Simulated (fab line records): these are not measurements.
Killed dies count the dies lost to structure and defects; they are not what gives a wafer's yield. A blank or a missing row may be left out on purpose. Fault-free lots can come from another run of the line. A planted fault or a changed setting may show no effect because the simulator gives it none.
Split-lot trial ; flow n5Finfet ; 21 wafers read from 7 lots, route of 1938 steps

THE SPLIT ITSELF
At N5_BEOL_M4_EXPOSE_08 (exposes mask M4), the setting doseMj was moved away from the recipe's 41.25 on 7 of the 21 wafers read, by -6.9% to +4.6%. This setting was run at the recipe's value on the other wafers.

FROM THE SPLIT TO THE READING: what the file shows between them, 2 steps
- N5_BEOL_M4_PEB_09: peb time 60 s
- N5_BEOL_M4_DEVELOP_10: develop time 30 s

THE READING
cdNm, in nm, at N5_BEOL_M4_CD_MEAS_11 (target cd 16.79 nm). On this fab line, fault-free wafers typically give 16.72 nm with a standard deviation of 0.24 nm.

wafer;tool, chamber at the split;doseMj as run;against the recipe;cdNm, nm;against lot-mates on the recipe
L076.1;euvScanner-02, 0;40.2;-2.5%;16.15;-0.47
L076.3;euvScanner-02, 0;41.25;recipe;16.63;-
L076.6;euvScanner-02, 0;41.25;recipe;16.61;-
L075.1;euvScanner-01, 0;43.15;+4.6%;17.12;+0.18
L075.2;euvScanner-01, 0;43.15;+4.6%;17.45;+0.51
L075.3;euvScanner-01, 0;41.25;recipe;16.94;-
L080.1;euvScanner-02, 0;41.25;recipe;16.52;-
L080.2;euvScanner-02, 0;39.64;-3.9%;15.50;-0.98
L080.4;euvScanner-02, 0;41.25;recipe;16.45;-
L082.1;euvScanner-01, 0;41.25;recipe;16.53;-
L082.3;euvScanner-01, 0;41.25;recipe;16.85;-
L082.5;euvScanner-01, 0;42.26;+2.4%;17.12;+0.43
L088.3;euvScanner-01, 0;41.25;recipe;16.50;-
L088.4;euvScanner-01, 0;41.25;recipe;16.76;-
L088.6;euvScanner-01, 0;41.25;recipe;16.59;-
L094.2;euvScanner-01, 0;41.25;recipe;16.84;-
L094.4;euvScanner-01, 0;41.25;recipe;16.85;-
L094.6;euvScanner-01, 0;41.25;recipe;16.67;-
L096.2;euvScanner-02, 0;38.4;-6.9%;15.50;-1.34
L096.4;euvScanner-02, 0;41.25;recipe;16.84;-
L096.6;euvScanner-02, 0;38.4;-6.9%;15.34;-1.50

THE FIT
A straight line over all 21 wafers: cdNm changes by +0.179 nm for each +1% of doseMj; r = +0.94; the points scatter about the line by 0.19 nm.
The same after taking each lot's own level away (the mean of its wafers on the recipe; 21 wafers): +0.17 nm for each +1%; r = +0.94; scatter 0.18 nm.
On that fit, the largest move of doseMj shifts the reading by 1.2 nm.
From 16.485 to 16.940 nm: that is the span of the lots' own levels, equal to 1.9 times the standard deviation above.
So the lot-to-lot level changes the slope little: the two slopes agree.
Check: for one of the wafers moved furthest among these (-6.9%), held out of the fit, the line's prediction against its lot-mates is -1.22 nm. Against them it came out at -1.34 nm.

FURTHER SPLITS ON THESE WAFERS
Before the reading, these wafers also passed through other splits. Each is held against what the fit with the lots' levels taken away leaves over:
other split on the same wafers;wafers away from the commonest value;r with cdNm (lot level and that fit taken away)
N5_MOL_CONTACT_COAG_VIA_ETCH_117 biasW;7;-0.04
N5_BEOL_M0_SAQP_EXPOSE_11 doseMj;10;-0.18
N5_BEOL_M0_SAQP_DEVELOP_13 developTimeS;10;-0.33
N5_BEOL_M0_CUTY_EXPOSE_54 doseMj;6;-0.36
N5_BEOL_M1_EXPOSE_08 doseMj;5;+0.03
N5_BEOL_M1_ETCH_64 biasW;7;+0.31
N5_BEOL_M2_ETCH_69 biasW;9;+0.31
N5_BEOL_M2_TRENCH_ETCH_37 sourceW;10;-0.11

THE FILE'S OWN FIT
cdNm changes by +0.181 nm for each +1% of doseMj, r = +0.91.
